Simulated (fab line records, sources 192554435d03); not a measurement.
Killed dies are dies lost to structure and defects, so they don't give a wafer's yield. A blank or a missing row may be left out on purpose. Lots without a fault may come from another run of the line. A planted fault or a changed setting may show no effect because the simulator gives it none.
Chamber matching | flow n5_finfet | N5_BEOL_M12_TRENCH_ETCH_34 on rie_diel-03: 4 sister chambers
The step etches SiOC in C4F8/O2/Ar, target depth 318.95 nm, time 125.5 s. 4 wafers are shown with their chamber, then 9 later ones without.

WAFERS WITH THEIR CHAMBER
wafer  | chamber | showerhead_plenum_p_Torr (Torr)
L084.2 | 0       | 3.34
L084.6 | 1       | 3.49
L087.4 | 3       | 3.37
L087.5 | 2       | 3.23

WAFERS WITHOUT THEIR CHAMBER
wafer  | showerhead_plenum_p_Torr (Torr)
L089.1 | 3.49
L089.5 | 3.37
L089.6 | 3.33
L092.4 | 3.32
L092.5 | 3.49
L092.6 | 3.36
L095.2 | 3.36
L095.4 | 3.62
L095.6 | 3.36

WHICH CHAMBER EACH WENT THROUGH
wafer  | from the rows above          | in truth
L089.1 | 1                            | 1
L089.5 | can't be placed: 3 or 0      | 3
L089.6 | can't be placed: 0 or 3      | 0
L092.4 | can't be placed: 0 or 3 or 2 | 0
L092.5 | 1                            | 1
L092.6 | can't be placed: 3 or 0      | 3
L095.2 | can't be placed: 3 or 0      | 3
L095.4 | 1                            | 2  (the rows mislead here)
L095.6 | can't be placed: 3 or 0      | 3
Placed correctly: 2 of 9. Can't be placed from these rows: 6 (the true chamber is among the candidates in 6). Placed wrongly: 1.
How it was worked out, from the rows above alone: a wafer's distance from a chamber is the root of the sum, over the readings, of the square of ((its reading less the chamber's mean) divided by the reading's scatter). The wafer belongs to the nearest chamber; if the next one is less than 2 further off, it can't be placed. A chamber's mean is the mean of its shown wafers. The scatter: with one shown wafer a chamber, the root of the mean of the squares of how far each hidden wafer lies from its nearest shown one.
